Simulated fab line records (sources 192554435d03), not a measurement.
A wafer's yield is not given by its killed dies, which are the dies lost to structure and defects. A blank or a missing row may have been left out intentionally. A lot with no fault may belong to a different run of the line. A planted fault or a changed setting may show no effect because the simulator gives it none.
Chamber matching || flow n5 finfet || N5_BEOL_M0_SAQP_ETCH_102 on rie si-06: 4 sister chambers
The step etches SiO2 in CF4, target depth 4 nm, time 4.4 s. 7 wafers are shown with their chamber, then 9 later ones without.

== WAFERS WITH THEIR CHAMBER ==
{"wafer": "L085.3", "chamber": 2, "drypump motor current A (A)": 6.2, "throttle valve pct (%)": 21.50}
{"wafer": "L086.1", "chamber": 1, "drypump motor current A (A)": 6.2, "throttle valve pct (%)": 21.70}
{"wafer": "L086.3", "chamber": 3, "drypump motor current A (A)": 6.3, "throttle valve pct (%)": 21.76}
{"wafer": "L086.6", "chamber": 0, "drypump motor current A (A)": 5.2, "throttle valve pct (%)": 21.95}
{"wafer": "L087.2", "chamber": 0, "drypump motor current A (A)": 5.2, "throttle valve pct (%)": 21.92}
{"wafer": "L087.5", "chamber": 3, "drypump motor current A (A)": 6.3, "throttle valve pct (%)": 21.76}
{"wafer": "L087.6", "chamber": 2, "drypump motor current A (A)": 6.1, "throttle valve pct (%)": 21.52}

== WAFERS WITHOUT THEIR CHAMBER ==
{"wafer": "L088.1", "drypump motor current A (A)": 5.2, "throttle valve pct (%)": 21.93}
{"wafer": "L088.4", "drypump motor current A (A)": 6.1, "throttle valve pct (%)": 21.69}
{"wafer": "L088.5", "drypump motor current A (A)": 5.2, "throttle valve pct (%)": 21.93}
{"wafer": "L089.1", "drypump motor current A (A)": 5.2, "throttle valve pct (%)": 21.92}
{"wafer": "L089.4", "drypump motor current A (A)": 6.1, "throttle valve pct (%)": 21.69}
{"wafer": "L089.6", "drypump motor current A (A)": 6.3, "throttle valve pct (%)": 21.76}
{"wafer": "L091.2", "drypump motor current A (A)": 6.1, "throttle valve pct (%)": 21.70}
{"wafer": "L091.3", "drypump motor current A (A)": 5.2, "throttle valve pct (%)": 21.93}
{"wafer": "L091.5", "drypump motor current A (A)": 6.1, "throttle valve pct (%)": 21.68}

== EACH ONE'S CHAMBER ==
{"wafer": "L088.1", "from the rows above": 0, "in truth": 0}
{"wafer": "L088.4", "from the rows above": 1, "in truth": 1}
{"wafer": "L088.5", "from the rows above": 0, "in truth": 0}
{"wafer": "L089.1", "from the rows above": 0, "in truth": 0}
{"wafer": "L089.4", "from the rows above": 1, "in truth": 1}
{"wafer": "L089.6", "from the rows above": 3, "in truth": 3}
{"wafer": "L091.2", "from the rows above": 1, "in truth": 1}
{"wafer": "L091.3", "from the rows above": 0, "in truth": 0}
{"wafer": "L091.5", "from the rows above": 1, "in truth": 1}
Correctly placed: 9 of 9. Left unplaced by these rows: 0. 0 placed wrongly.
How it was worked out, from the rows above alone: a wafer's distance from a chamber is the root of the sum, over the readings, of the square of ((its reading less the chamber's mean) divided by the reading's scatter). If the next closest chamber is less than 2 further off than the closest, the wafer can't be placed; otherwise it belongs to the closest. For every chamber, the mean is computed from those of its wafers that are shown. How the scatter is found: for the shown wafers, subtract from each reading the mean of its chamber, square and add these, divide the total by (wafers less chambers), then take the root.
